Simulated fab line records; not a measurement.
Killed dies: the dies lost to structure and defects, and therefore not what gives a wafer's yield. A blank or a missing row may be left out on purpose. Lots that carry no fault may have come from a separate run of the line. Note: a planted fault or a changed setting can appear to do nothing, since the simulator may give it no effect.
Comparing a struck lot with a sound one | flow nand-harc | 14 steps out of a route of 1302
Sound: these wafers, L596.1, L596.3, L596.6. Struck: wafer L585.6 (left out: L585.5, a lot-mate that was not struck); the cause follows at the end.
Each step with rows lists, per side, the tool, then ch with its chambers, then its first start. Under that, the readings that differ: sound wafers | struck wafers | difference of the means | sigmas: that difference in standard deviations of wafers without a fault.
alike: words and numbers the same on both sides, and readings whose means are apart by under 2 such deviations; not compared: readings that were withheld, readings missing a value for some wafer, numbers with overlapping values and no deviation given by the record, and bounds like >300 which may hide the same value.
Wherever a step has rows on one side only, a row that says differs or no value, or a row with sigmas, the two part there. When numbers do not overlap yet have no deviation, they are printed without sigmas and do not part them. Lack of a reading on every wafer of one side parts them only where that side has two or more wafers.

first, 1 step without rows for these wafers: NHARC_A_ONON_D1_DEP_06 (target thk 1000 nm).
NHARC_A_ONON_D1_THK_MEAS_08: measures by ellipsometry.
  sound: film-metro-01 at day 15 16:33; struck: film-metro-02 at day 11 04:17
  reading     | sound          | struck | difference | sigmas
  thk-nm (nm) | 1012 1010 1010 | 982    | -29        | -3
next comes 1 step that has no rows for these wafers: NHARC_A_ONON_D1_DEP_09 (target thickness 1000 nm).
NHARC_A_ONON_D1_THK_MEAS_11: measures by ellipsometry.
  sound: film-metro-02 at day 15 17:07; struck: film-metro-02 at day 11 04:52
  reading     | sound       | struck | difference | sigmas
  thk-nm (nm) | 985 985 989 | 1018   | +32        | +3
next comes 1 step that has no rows for these wafers: NHARC_A_ONON_D1_DEP_12 (target thickness 1000 nm).
NHARC_A_ONON_D1_THK_MEAS_14: measures by ellipsometry.
  sound: film-metro-01 at day 15 17:41; struck: film-metro-02 at day 11 05:26
  alike: thk-nm
then, 2 steps without rows for these wafers: NHARC_A_ONON_D1_ANNEAL_15 (time 3600 s); NHARC_A_ONON_D1_DEP_16 (target thk 1000 nm).
NHARC_A_ONON_D1_THK_MEAS_18: measures by ellipsometry.
  sound: film-metro-01 at day 16 01:46; struck: film-metro-02 at day 11 13:07
  reading     | sound       | struck | difference | sigmas
  thk-nm (nm) | 992 989 990 | 1017   | +27        | +3
next comes 1 step that has no rows for these wafers: NHARC_A_ONON_D1_DEP_19 (target thickness 1000 nm).
NHARC_A_ONON_D1_THK_MEAS_21: measures by ellipsometry.
  sound: film-metro-02 at day 16 02:20; struck: film-metro-02 at day 11 13:41
  alike: thk-nm
NHARC_A_ONON_D1_DEP_22: target thk 1000 nm.
  sound on pecvd-onon-04 ch 0, day 16 02:23; struck on pecvd-onon-04 ch 0, day 11 13:58
  alike: susceptor-temp-C
NHARC_A_ONON_D1_THK_MEAS_24: measures by ellipsometry.
  sound: film-metro-01 at day 16 02:53; struck: film-metro-02 at day 11 14:14
  reading     | sound       | struck | difference | sigmas
  thk-nm (nm) | 985 984 983 | 958    | -26        | -3
next comes 1 step that has no rows for these wafers: NHARC_A_ONON_D1_DEP_25 (target thickness 1000 nm).

WHERE THEY PART
Earliest at NHARC_A_ONON_D1_THK_MEAS_08; latest, in this record, at NHARC_A_ONON_D1_THK_MEAS_24.

WHY: what the simulator had put in
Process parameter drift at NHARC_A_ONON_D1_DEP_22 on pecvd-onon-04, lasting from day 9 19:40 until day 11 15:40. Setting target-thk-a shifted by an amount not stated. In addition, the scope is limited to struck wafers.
